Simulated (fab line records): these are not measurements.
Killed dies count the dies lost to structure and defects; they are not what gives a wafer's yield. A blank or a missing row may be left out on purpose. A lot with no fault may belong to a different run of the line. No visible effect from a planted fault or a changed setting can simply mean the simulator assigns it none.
fab line records	flow nand-harc
record: lots: 24	wafers: 72	last-day: 25
route steps=1159 shown P_GATE@205 P_CONTACT@232 P_M0@268
lots untouched by any fault: they come from a run of this same line in which no faults occurred
start-h: hours from the record's first day to the start of the lot's first wafer shown	wait-h: time in hours since the lot's previous step	" the same as in the row above	L1.1+2: a row that stands for several wafers	- no value, or no start was given	* or withheld: withheld	< > ~ a bound
route shown NAME@n: names a module that has steps shown in the file, with the first one's number in the route	usual: average and standard deviation across the fault-free wafers	same: alike in all rows	chamber/n: place in a boat	sites: the reading at each site	_std_site: their standard deviation	_edge_site: inner sites' mean taken away from outer sites' mean	radius-mm: for every site, how far away it sits from the centre of the wafer	mask NAME#n: copy n	behind: the last tool/chamber to shape the wafer	hold: why the lot went on hold/how many hours it stayed there/how the hold came to an end	device: names the non-switching transistor (n, p or np)	end of line: the route-end tests of the same wafers	for a step that has no rows: nothing shown but its recipe	killed: dies that structure and defects cost at the first sort, which is not the same as the wafer's yield	map: a wafer's dies, marking killed ones x, the rest . and places with no die _
set.NAME: the setting that was run; set.NAME@STEP: the one run at that earlier step	model.NAME: the simulator's own value behind a step, which no gauge read
a sample of lots followed through the steps of the route, with each step as a table and each wafer as a row
services: when a tool's chamber went out of use (start-h, in hours from the record's first day, below 0 if earlier), for how many hours, and the reason
== steps ==
step: NHARC_P_GATE_STRIP_95
recipe: power-w: 1500	temp-c: 250	chemistry: O2
usual: drypump-motor-current-A: 5.72/0.22	heater-power-w: 318/44	temp-c: 250.02/0.16
lot.wafer	tool	chamber	start-h	wait-h	drypump-motor-current-A	heater-power-w	rf-hours-counter-h	temp-c
L074.2	plasma-asher-01	0	110.56	0.6	5.71	373	2	250.00
L074.1	"	1	"	"	5.43	322	2	249.77
L074.5	"	0	"	"	5.68	363	-	250.10
L075.2	plasma-asher-02	0	111.23	0.6	5.93	244	32	250.17
L075.1	"	1	"	"	5.89	334	32	249.76
L075.4	"	1	"	"	5.90	333	-	249.72
L076.1	plasma-asher-02	0	124.53	0.6	5.94	239	37	250.15
L076.6	"	0	"	"	5.95	241	-	250.25
L076.5	"	1	"	"	5.90	327	-	249.76
L077.1	plasma-asher-01	1	125.88	0.5	5.37	327	7	249.98
L077.3	"	1	"	"	5.38	326	-	249.98
L077.6	"	0	"	"	5.67	367	-	250.09
L079.1	plasma-asher-01	0	130.87	0.5	5.70	373	9	250.02
L079.4	"	0	"	"	5.70	374	-	249.93
L079.6	"	0	"	"	5.68	364	-	250.03
L078.4	plasma-asher-02	1	131.21	0.4	5.83	331	-	250.14
L078.3	"	0	"	"	5.93	243	-	249.97
L078.5	"	0	"	"	5.93	243	-	250.05
L081.2	plasma-asher-01	0	148.54	0.6	5.69	363	14	249.91
L081.4	"	0	"	"	5.66	367	-	249.91
L081.3	"	1	"	"	5.39	318	-	250.05
L082.2	plasma-asher-02	0	148.95	0.6	5.95	239	44	250.01
L082.3	"	1	"	"	5.89	340	-	250.04
L082.5	"	1	"	"	5.89	335	-	249.95
L080.1	plasma-asher-01	1	149.50	0.6	5.38	316	15	250.21
L080.5	"	1	"	"	5.39	313	-	250.15
L080.6	"	0	"	"	5.70	372	-	249.75
L083.2	plasma-asher-02	0	159.92	0.5	5.94	240	48	250.01
L083.3	"	0	"	"	5.94	243	-	249.97
L083.5	"	1	"	"	5.90	326	-	249.99
L084.1	plasma-asher-01	0	160.63	0.5	5.69	371	19	250.22
L084.4	"	0	"	"	5.68	365	-	250.23
L084.6	"	1	"	"	5.38	325	-	249.87
L086.1	plasma-asher-01	0	185.13	0.6	5.68	374	26	249.95
L086.5	"	0	"	"	5.63	366	-	249.85
L086.6	"	1	"	"	5.36	319	-	249.89
L085.2	plasma-asher-01	0	186.18	0.6	5.68	374	28	249.82
L085.3	"	0	"	"	5.73	372	-	249.78
L085.6	"	0	"	"	5.71	380	-	250.06
L087.1	plasma-asher-01	0	186.96	0.6	5.67	377	28	250.06
L087.3	"	0	"	"	5.71	370	-	250.00
L087.5	"	1	"	"	5.41	323	-	249.80
L088.3	plasma-asher-01	0	191.90	0.4	5.70	364	-	250.07
L088.5	"	0	"	"	5.68	366	-	250.23
L088.6	"	1	"	"	5.38	329	-	250.17
L089.1	plasma-asher-02	1	197.09	0.5	5.90	319	3	249.91
L089.3	"	1	"	"	5.88	331	-	250.22
L089.6	"	1	"	"	5.85	325	-	249.86
L090.2	plasma-asher-02	0	204.80	0.6	5.93	252	5	250.24
L090.1	"	1	"	"	5.88	341	5	250.25
L090.6	"	0	"	"	5.93	258	-	250.05
L091.1	plasma-asher-02	0	210.22	0.5	5.93	254	7	250.15
L091.3	"	1	"	"	5.89	333	-	250.01
L091.4	"	0	"	"	5.94	254	-	250.16
L093.4	plasma-asher-02	1	215.23	0.4	5.87	327	-	249.90
L093.5	"	1	"	"	5.89	331	-	250.07
L093.6	"	0	"	"	5.96	252	-	250.07
L092.2	plasma-asher-02	1	216.17	0.6	5.84	330	10	249.96
L092.4	"	0	"	"	5.92	256	-	249.91
L092.5	"	0	"	"	5.93	259	-	250.21
L095.2	plasma-asher-02	1	232.61	0.6	5.90	326	15	249.89
L095.1	"	0	"	"	5.96	261	15	249.92
L095.4	"	0	"	"	5.94	256	-	250.30
L094.4	plasma-asher-01	0	233.22	0.4	5.63	362	-	250.13
L094.3	"	1	"	"	5.38	330	-	250.15
L094.5	"	1	"	"	5.33	314	-	250.20
L096.3	plasma-asher-01	0	239.56	0.3	5.68	371	-	249.95
L096.6	"	1	"	"	5.40	330	-	249.77
L096.5	"	0	"	"	5.67	357	-	249.87
L097.1	plasma-asher-02	1	240.09	0.6	5.88	340	17	249.88
L097.5	"	1	"	"	5.83	326	-	249.81
L097.6	"	0	"	"	5.94	259	-	250.35
step: NHARC_P_GATE_RTA_80
recipe: temp-c: 300	time-s: 30
usual: lamp_zone_7_pct: 2.15/0.16	wafer_temp_C_max: 301.9/0.65
lot.wafer	tool	chamber	start-h	wait-h	lamp_zone_7_pct	wafer_temp_C_max
L074.1	rtp-anneal-02	0	111.75	-	2.33	301.3
L074.2	"	0	"	"	2.33	301.7
L074.5	"	0	"	"	2.33	301.5
L075.1	rtp-anneal-02	0	112.54	-	2.34	301.4
L075.2	"	0	"	"	2.34	301.6
L075.4	"	0	"	"	2.34	301.2
L076.1	rtp-anneal-01	0	125.69	-	2.00	301.6
L076.5	"	0	"	"	2.00	302.6
L076.6	"	0	"	"	2.00	302.4
L077.1	rtp-anneal-01	0	127.04	-	2.01	302.1
L077.3	"	0	"	"	2.01	302.1
L077.6	"	0	"	"	2.00	301.7
L079.1	rtp-anneal-01	0	132.05	-	2.00	302.2
L079.4	"	0	"	"	2.00	303.1
L079.6	"	0	"	"	2.00	302.4
L078.3	rtp-anneal-01	0	132.40	-	2.00	302.9
L078.4	"	0	"	"	2.00	302.0
L078.5	"	0	"	"	2.01	303.2
L081.2	rtp-anneal-01	0	149.95	-	2.00	303.3
L081.3	"	0	"	"	2.00	302.6
L081.4	"	0	"	"	2.00	302.3
L082.2	rtp-anneal-01	0	150.38	-	2.00	302.3
L082.3	"	0	"	"	2.00	302.3
L082.5	"	0	"	"	2.00	302.7
L080.1	rtp-anneal-01	0	151.01	-	2.00	302.1
L080.5	"	0	"	"	2.00	302.4
L080.6	"	0	"	"	2.00	302.1
L083.2	rtp-anneal-01	0	161.11	-	2.00	302.4
L083.3	"	0	"	"	2.00	303.0
L083.5	"	0	"	"	2.00	302.0
L084.1	rtp-anneal-01	0	162.13	-	2.00	302.6
L084.4	"	0	"	"	2.00	302.2
L084.6	"	0	"	"	2.00	302.1
L086.1	rtp-anneal-02	0	186.29	-	2.33	301.1
L086.5	"	0	"	"	2.32	301.4
L086.6	"	0	"	"	2.33	301.1
L085.2	rtp-anneal-01	0	187.37	-	2.00	303.6
L085.3	"	0	"	"	2.01	302.9
L085.6	"	0	"	"	2.00	302.4
L087.1	rtp-anneal-02	0	188.12	-	2.33	301.4
L087.3	"	0	"	"	2.33	301.1
L087.5	"	0	"	"	2.33	301.1
L088.3	rtp-anneal-02	0	193.14	-	2.33	301.7
L088.5	"	0	"	"	2.33	301.2
L088.6	"	0	"	"	2.33	301.4
L089.1	rtp-anneal-01	0	198.25	-	2.00	302.3
L089.3	"	0	"	"	2.00	302.1
L089.6	"	0	"	"	2.00	302.7
L090.1	rtp-anneal-01	0	205.98	-	2.00	302.4
L090.2	"	0	"	"	2.00	302.6
L090.6	"	0	"	"	2.00	301.8
L091.1	rtp-anneal-02	0	211.37	-	2.33	300.8
L091.3	"	0	"	"	2.33	301.1
L091.4	"	0	"	"	2.33	300.8
L093.4	rtp-anneal-02	0	216.46	-	2.33	301.0
L093.5	"	0	"	"	2.33	301.2
L093.6	"	0	"	"	2.33	301.7
L092.2	rtp-anneal-02	0	217.38	-	2.33	301.3
L092.4	"	0	"	"	2.33	301.8
L092.5	"	0	"	"	2.33	301.6
L095.1	rtp-anneal-02	0	233.78	-	2.33	301.4
L095.2	"	0	"	"	2.33	300.9
L095.4	"	0	"	"	2.33	301.4
L094.3	rtp-anneal-01	0	234.42	-	2.00	302.1
L094.4	"	0	"	"	2.00	302.6
L094.5	"	0	"	"	2.00	302.0
L096.3	rtp-anneal-02	0	240.90	-	2.33	301.9
L096.5	"	0	"	"	2.33	301.1
L096.6	"	0	"	"	2.33	301.1
L097.1	rtp-anneal-02	0	241.47	-	2.33	301.1
L097.5	"	0	"	"	2.33	301.5
L097.6	"	0	"	"	2.33	301.4
step: NHARC_P_GATE_INSPECT_68
usual: raw-defect-count: 166/59
lot.wafer	tool	chamber	start-h	wait-h	raw-defect-count
L074.1	defect-inspect-02	-	112.41	0.2	120
L074.2	"	-	"	"	75
L074.5	"	-	"	"	176
L075.1	defect-inspect-02	-	113.19	0.2	249
L075.2	"	-	"	"	248
L075.4	"	-	"	"	194
L076.1	defect-inspect-02	-	126.42	0.2	150
L076.5	"	-	"	"	182
L076.6	"	-	"	"	161
L077.1	defect-inspect-02	-	127.69	0.2	80
L077.3	"	-	"	"	154
L077.6	"	-	"	"	108
L079.1	defect-inspect-01	-	132.71	0.2	130
L079.4	"	-	"	"	123
L079.6	"	-	"	"	93
L078.3	defect-inspect-01	-	133.01	0.1	174
L078.4	"	-	"	"	284
L078.5	"	-	"	"	142
L081.2	defect-inspect-01	-	150.78	0.3	366
L081.3	"	-	"	"	355
L081.4	"	-	"	"	258
L082.2	defect-inspect-01	-	151.04	0.1	209
L082.3	"	-	"	"	176
L082.5	"	-	"	"	209
L080.1	defect-inspect-01	-	151.74	0.2	171
L080.5	"	-	"	"	82
L080.6	"	-	"	"	180
L083.2	defect-inspect-02	-	161.74	0.1	383
L083.3	"	-	"	"	205
L083.5	"	-	"	"	176
L084.1	defect-inspect-01	-	162.96	0.3	175
L084.4	"	-	"	"	159
L084.6	"	-	"	"	123
L086.1	defect-inspect-02	-	186.96	0.2	172
L086.5	"	-	"	"	204
L086.6	"	-	"	"	129
L085.2	defect-inspect-02	-	188.00	0.1	199
L085.3	"	-	"	"	192
L085.6	"	-	"	"	263
L087.1	defect-inspect-01	-	188.88	0.2	118
L087.3	"	-	"	"	132
L087.5	"	-	"	"	122
L088.3	defect-inspect-02	-	193.74	0.1	100
L088.5	"	-	"	"	127
L088.6	"	-	"	"	154
L089.1	defect-inspect-01	-	198.90	0.2	127
L089.3	"	-	"	"	116
L089.6	"	-	"	"	112
L090.1	defect-inspect-01	-	206.65	0.2	86
L090.2	"	-	"	"	119
L090.6	"	-	"	"	119
L091.1	defect-inspect-01	-	212.03	0.2	141
L091.3	"	-	"	"	184
L091.4	"	-	"	"	211
L093.4	defect-inspect-02	-	217.11	0.1	121
L093.5	"	-	"	"	309
L093.6	"	-	"	"	165
L092.2	defect-inspect-02	-	218.01	0.1	133
L092.4	"	-	"	"	190
L092.5	"	-	"	"	179
L095.1	defect-inspect-02	-	234.43	0.2	161
L095.2	"	-	"	"	160
L095.4	"	-	"	"	142
L094.3	defect-inspect-01	-	235.02	0.1	161
L094.4	"	-	"	"	205
L094.5	"	-	"	"	196
L096.3	defect-inspect-01	-	241.50	0.1	93
L096.5	"	-	"	"	153
L096.6	"	-	"	"	126
L097.1	defect-inspect-01	-	242.13	0.2	133
L097.5	"	-	"	"	147
L097.6	"	-	"	"	202
step: NHARC_P_CONTACT_CD_MEAS_12
recipe: target-cd-nm: 90	landing-energy-ev: 500
usual: cd-nm: 90.0/0.64
lot.wafer	tool	chamber	start-h	wait-h	cd-nm
L074.1	cd-sem-01	0	114.03	-	90.9
L074.2	"	0	"	"	90.7
L074.5	"	0	"	"	91.0
L075.1	cd-sem-03	0	115.19	-	90.0
L075.2	"	0	"	"	90.0
L075.4	"	0	"	"	90.3
L076.1	cd-sem-03	0	127.90	-	90.9
L076.5	"	0	"	"	90.7
L076.6	"	0	"	"	90.8
L077.1	cd-sem-01	0	129.19	-	89.9
L077.3	"	0	"	"	90.3
L077.6	"	0	"	"	90.9
L079.1	cd-sem-03	0	134.33	-	89.9
L079.4	"	0	"	"	89.8
L079.6	"	0	"	"	89.6
L078.3	cd-sem-01	0	135.16	-	89.8
L078.4	"	0	"	"	90.0
L078.5	"	0	"	"	89.5
L081.2	cd-sem-02	0	152.40	-	89.4
L081.3	"	0	"	"	89.4
L081.4	"	0	"	"	90.3
L082.2	cd-sem-02	0	152.65	-	90.0
L082.3	"	0	"	"	89.5
L082.5	"	0	"	"	90.6
L080.1	cd-sem-01	0	153.35	-	90.3
L080.5	"	0	"	"	88.9
L080.6	"	0	"	"	89.8
L083.2	cd-sem-03	0	163.35	-	90.1
L083.3	"	0	"	"	90.5
L083.5	"	0	"	"	89.8
L084.1	cd-sem-03	0	164.59	-	90.6
L084.4	"	0	"	"	89.7
L084.6	"	0	"	"	89.3
L086.1	cd-sem-03	0	188.58	-	89.6
L086.5	"	0	"	"	90.1
L086.6	"	0	"	"	90.3
L085.2	cd-sem-02	0	189.48	-	90.1
L085.3	"	0	"	"	90.8
L085.6	"	0	"	"	89.8
L087.1	cd-sem-01	0	190.49	-	89.3
L087.3	"	0	"	"	89.0
L087.5	"	0	"	"	89.1
L088.3	cd-sem-02	0	195.25	-	90.9
L088.5	"	0	"	"	90.9
L088.6	"	0	"	"	90.5
L089.1	cd-sem-02	0	200.42	-	90.0
L089.3	"	0	"	"	88.5
L089.6	"	0	"	"	88.5
L090.1	cd-sem-03	0	208.31	-	91.0
L090.2	"	0	"	"	89.6
L090.6	"	0	"	"	90.2
L091.1	cd-sem-01	0	213.67	-	90.4
L091.3	"	0	"	"	89.5
L091.4	"	0	"	"	90.5
L093.4	cd-sem-02	0	218.60	-	89.6
L093.5	"	0	"	"	89.8
L093.6	"	0	"	"	89.1
L092.2	cd-sem-02	0	219.61	-	90.2
L092.4	"	0	"	"	89.1
L092.5	"	0	"	"	89.9
L095.1	cd-sem-02	0	236.04	-	90.2
L095.2	"	0	"	"	89.3
L095.4	"	0	"	"	90.0
L094.3	cd-sem-02	0	236.62	-	90.3
L094.4	"	0	"	"	90.3
L094.5	"	0	"	"	90.2
L096.3	cd-sem-03	0	243.20	-	89.1
L096.5	"	0	"	"	89.7
L096.6	"	0	"	"	89.9
L097.1	cd-sem-03	0	243.76	-	90.3
L097.5	"	0	"	"	90.9
L097.6	"	0	"	"	90.2
step: NHARC_P_M0_ETCH_15
recipe: target-depth-a: 1500	overetch-a: 150	time-s: 82.5	c4f8-flow-sccm: withheld	ar-flow-sccm: 400	rf-w: 600	bias-w: 300	chemistry: C4F8/Ar
usual: oes-product-au: 0.955/0.021	rf-vpp-V: 439.6/2.4
lot.wafer	tool	chamber	start-h	wait-h	oes-product-au	rf-hours-counter-h	rf-vpp-V
L074.2	rie-diel-13	3	-	-	0.973	1	436.7
L074.1	"	0	"	"	0.978	1	438.1
L074.5	"	3	"	"	0.963	-	436.3
L075.4	rie-diel-07	2	-	-	0.971	5	442.4
L075.1	"	3	"	"	0.972	4	439.1
L075.2	"	0	"	"	0.972	4	441.5
L076.1	rie-diel-13	0	-	-	0.940	1	436.5
L076.6	"	3	"	"	0.959	-	438.7
L076.5	"	0	"	"	0.946	-	437.6
L077.3	rie-diel-07	1	-	-	0.954	5	439.2
L077.1	"	3	"	"	0.950	5	438.7
L077.6	"	1	"	"	0.944	-	437.0
L079.4	rie-diel-06	2	-	-	0.970	4	437.8
L079.1	"	3	"	"	0.962	4	440.1
L079.6	"	0	"	"	0.986	-	442.8
L078.4	rie-diel-06	3	-	-	0.928	4	438.2
L078.3	"	1	"	"	0.942	4	441.9
L078.5	"	3	"	"	0.924	-	436.7
L081.2	rie-diel-07	0	-	-	0.962	6	441.4
L081.3	"	3	"	"	0.953	7	438.1
L081.4	"	3	"	"	0.956	-	438.0
L082.2	rie-diel-06	2	-	-	0.980	5	438.0
L082.3	"	3	"	"	0.979	5	437.7
L082.5	"	2	"	"	0.990	-	439.0
L080.1	rie-diel-06	0	-	-	0.998	5	442.0
L080.6	"	1	"	"	0.976	-	441.9
L080.5	"	2	"	"	0.981	-	436.6
L083.3	rie-diel-06	1	-	-	0.958	6	442.8
L083.2	"	3	"	"	0.971	5	439.0
L083.5	"	2	"	"	0.994	-	439.1
L084.1	rie-diel-07	0	-	-	0.923	7	441.1
L084.4	"	0	"	"	0.919	-	439.8
L084.6	"	1	"	"	0.933	-	437.1
L086.1	rie-diel-06	0	-	-	0.962	8	442.6
L086.6	"	2	"	"	0.966	-	438.4
L086.5	"	3	"	"	0.999	-	438.5
L085.2	rie-diel-13	0	-	-	0.963	7	437.9
L085.3	"	2	"	"	0.959	6	442.8
L085.6	"	0	"	"	0.951	-	439.3
L087.1	rie-diel-06	0	-	-	0.949	8	441.7
L087.3	"	3	"	"	0.927	7	438.2
L087.5	"	1	"	"	0.952	-	442.6
L088.3	rie-diel-13	1	-	-	0.954	7	438.4
L088.6	"	1	"	"	0.954	-	439.2
L088.5	"	2	"	"	0.970	-	443.2
L089.3	rie-diel-13	0	-	-	0.950	9	438.6
L089.1	"	2	"	"	0.965	9	443.9
L089.6	"	3	"	"	0.957	-	436.8
L090.2	rie-diel-07	2	-	-	0.940	10	442.2
L090.1	"	1	"	"	0.941	14	436.8
L090.6	"	3	"	"	0.913	-	437.7
L091.1	rie-diel-07	1	-	-	0.919	14	436.2
L091.4	"	2	"	"	0.939	10	440.4
L091.3	"	3	"	"	0.930	13	438.1
L093.4	rie-diel-06	2	-	-	0.960	9	437.0
L093.6	"	0	"	"	0.964	-	441.5
L093.5	"	1	"	"	0.941	-	442.0
L092.2	rie-diel-07	1	-	-	0.935	15	437.0
L092.4	"	0	"	"	0.916	13	439.4
L092.5	"	1	"	"	0.924	-	438.0
L095.2	rie-diel-13	1	-	-	0.983	9	438.2
L095.4	"	2	"	"	0.978	11	443.3
L095.1	"	3	"	"	0.963	11	436.7
L094.3	rie-diel-13	2	-	-	0.923	11	443.4
L094.4	"	0	"	"	0.922	11	437.3
L094.5	"	2	"	"	0.916	-	444.2
L096.3	rie-diel-06	0	-	-	0.958	0	441.0
L096.5	"	1	"	"	0.942	-	441.5
L096.6	"	3	"	"	0.941	-	436.8
L097.1	rie-diel-07	0	-	-	0.966	1	440.4
L097.5	"	3	"	"	0.959	-	438.6
L097.6	"	0	"	"	0.976	-	441.0
step: NHARC_P_M0_DEGAS_28
recipe: temp-c: 250	time-s: 60
usual: heater-power-w: 341/34
lot.wafer	tool	chamber	start-h	wait-h	heater-power-w
L074.2	pvd-sputter-03	-	128.70	-	325
L074.1	"	-	"	"	372
L074.5	"	-	"	"	357
L075.4	pvd-sputter-01	-	129.32	-	399
L075.2	"	-	"	"	294
L075.1	"	-	"	"	327
L076.1	pvd-sputter-02	-	134.57	-	339
L076.6	"	-	"	"	327
L076.5	"	-	"	"	310
L077.1	pvd-sputter-02	-	135.17	-	311
L077.3	"	-	"	"	329
L077.6	"	-	"	"	327
L079.4	pvd-sputter-02	-	142.98	-	313
L079.1	"	-	"	"	334
L079.6	"	-	"	"	336
L078.3	pvd-sputter-01	-	147.76	-	297
L078.4	"	-	"	"	324
L078.5	"	-	"	"	398
L081.4	pvd-sputter-01	-	157.89	-	294
L081.3	"	-	"	"	328
L081.2	"	-	"	"	393
L082.3	pvd-sputter-03	-	158.40	-	329
L082.2	"	-	"	"	382
L082.5	"	-	"	"	362
L080.1	pvd-sputter-02	-	158.81	-	315
L080.5	"	-	"	"	330
L080.6	"	-	"	"	408
L083.3	pvd-sputter-02	-	170.02	-	334
L083.2	"	-	"	"	311
L083.5	"	-	"	"	339
L084.1	pvd-sputter-03	-	171.55	-	321
L084.4	"	-	"	"	356
L084.6	"	-	"	"	366
L086.1	pvd-sputter-03	-	193.92	-	383
L086.6	"	-	"	"	325
L086.5	"	-	"	"	382
L085.3	pvd-sputter-01	-	195.65	-	314
L085.2	"	-	"	"	296
L085.6	"	-	"	"	324
L087.1	pvd-sputter-01	-	197.39	-	397
L087.3	"	-	"	"	307
L087.5	"	-	"	"	299
L088.3	pvd-sputter-02	-	200.52	-	326
L088.6	"	-	"	"	331
L088.5	"	-	"	"	395
L089.1	pvd-sputter-03	-	214.22	-	337
L089.3	"	-	"	"	368
L089.6	"	-	"	"	356
L090.1	pvd-sputter-01	-	221.18	-	316
L090.2	"	-	"	"	296
L090.6	"	-	"	"	389
L091.3	pvd-sputter-03	-	222.31	-	366
L091.4	"	-	"	"	330
L091.1	"	-	"	"	328
L093.4	pvd-sputter-03	-	223.87	-	378
L093.6	"	-	"	"	366
L093.5	"	-	"	"	356
L092.2	pvd-sputter-02	-	224.78	-	364
L092.4	"	-	"	"	342
L092.5	"	-	"	"	339
L095.1	pvd-sputter-01	-	244.39	-	312
L095.2	"	-	"	"	294
L095.4	"	-	"	"	316
L094.4	pvd-sputter-02	-	244.90	-	353
L094.3	"	-	"	"	381
L094.5	"	-	"	"	292
L096.3	pvd-sputter-01	-	252.03	-	393
L096.6	"	-	"	"	404
L096.5	"	-	"	"	297
L097.1	pvd-sputter-03	-	255.75	-	328
L097.5	"	-	"	"	380
L097.6	"	-	"	"	356
== services ==
tool	chamber	start-h	hours	kind
pvd-sputter-03	-	88.17	0.8	repair
rie-diel-07	0	92.64	4.2	repair
rie-diel-13	2	96.32	3.0	repair
rie-diel-13	-	99.03	9.0	pm
plasma-asher-01	-	99.33	9.0	pm
pvd-sputter-03	-	102.00	10.0	pm
rie-diel-13	-	121.65	1.4	repair
pvd-sputter-02	-	125.49	1.7	repair
pvd-sputter-01	-	137.52	0.8	repair
rie-diel-07	2	148.40	42.1	repair
pvd-sputter-01	-	158.09	10.0	pm
rie-diel-13	-	162.34	0.3	repair
plasma-asher-02	-	183.04	9.0	pm
rie-diel-06	3	187.88	5.2	repair
rie-diel-07	0	189.71	6.5	repair
rie-diel-13	0	191.58	1.4	repair
pvd-sputter-03	-	194.66	1.5	repair
pvd-sputter-03	-	199.85	2.3	repair
rie-diel-13	1	201.86	13.0	repair
pvd-sputter-02	-	214.00	10.0	pm
rie-diel-13	-	224.19	0.2	repair
rie-diel-06	3	232.49	10.8	repair
rie-diel-06	-	241.21	9.0	pm
rie-diel-06	1	253.54	10.2	repair
== key ==
fault none
